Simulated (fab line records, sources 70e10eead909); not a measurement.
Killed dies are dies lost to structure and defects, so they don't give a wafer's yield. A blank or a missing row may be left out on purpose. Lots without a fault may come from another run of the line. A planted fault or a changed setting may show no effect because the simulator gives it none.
Chamber matching | flow nand_harc | NHARC_A_M0_CMP_23 on cmp-02: 4 sister chambers
The step polishes, t overpolish 20 s, target thk 113.75 nm. 8 wafers are shown with their chamber, then 10 later ones without.

WAFERS WITH THEIR CHAMBER
wafer  | chamber | motor_current_A (A) | time_to_endpoint_s (s)
L081.6 | 1       | 11.2                | 29.7
L085.1 | 0       | 10.8                | 28.7
L085.6 | 3       | 11.8                | 29.2
L086.1 | 2       | 12.7                | 28.6
L086.5 | 1       | 10.8                | 30.4
L086.6 | 0       | 10.3                | 29.4
L087.3 | 2       | 13.0                | 32.6
L087.4 | 3       | 12.0                | 26.2

WAFERS WITHOUT THEIR CHAMBER
wafer  | motor_current_A (A) | time_to_endpoint_s (s)
L087.6 | 10.8                | 29.4
L091.1 | 11.3                | 31.2
L091.2 | 13.0                | 29.8
L091.3 | 10.5                | 29.6
L089.3 | 10.7                | 29.8
L089.4 | 10.5                | 28.4
L089.6 | 11.1                | 27.6
L092.4 | 12.8                | 30.3
L092.5 | 10.9                | 29.7
L092.6 | 11.9                | 28.6

WHICH CHAMBER EACH WENT THROUGH
wafer  | from the rows above          | in truth
L087.6 | can't be placed: 1 or 0      | 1
L091.1 | can't be placed: 1 or 3 or 0 | 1
L091.2 | 2                            | 2
L091.3 | can't be placed: 0 or 1      | 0
L089.3 | can't be placed: 0 or 1      | 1
L089.4 | can't be placed: 0 or 1      | 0
L089.6 | can't be placed: 1 or 0 or 3 | 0
L092.4 | 2                            | 2
L092.5 | can't be placed: 1 or 0      | 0
L092.6 | 3                            | 3
Placed correctly: 3 of 10. Can't be placed from these rows: 7 (the true chamber is among the candidates in 7). Placed wrongly: 0.
How it was worked out, from the rows above alone: a wafer's distance from a chamber is the root of the sum, over the readings, of the square of ((its reading less the chamber's mean) divided by the reading's scatter). The wafer belongs to the nearest chamber; if the next one is less than 2 further off, it can't be placed. A chamber's mean is the mean of its shown wafers. The scatter: the root of (the sum of the squares of (reading less its chamber's mean) over the shown wafers, divided by (wafers less chambers)).
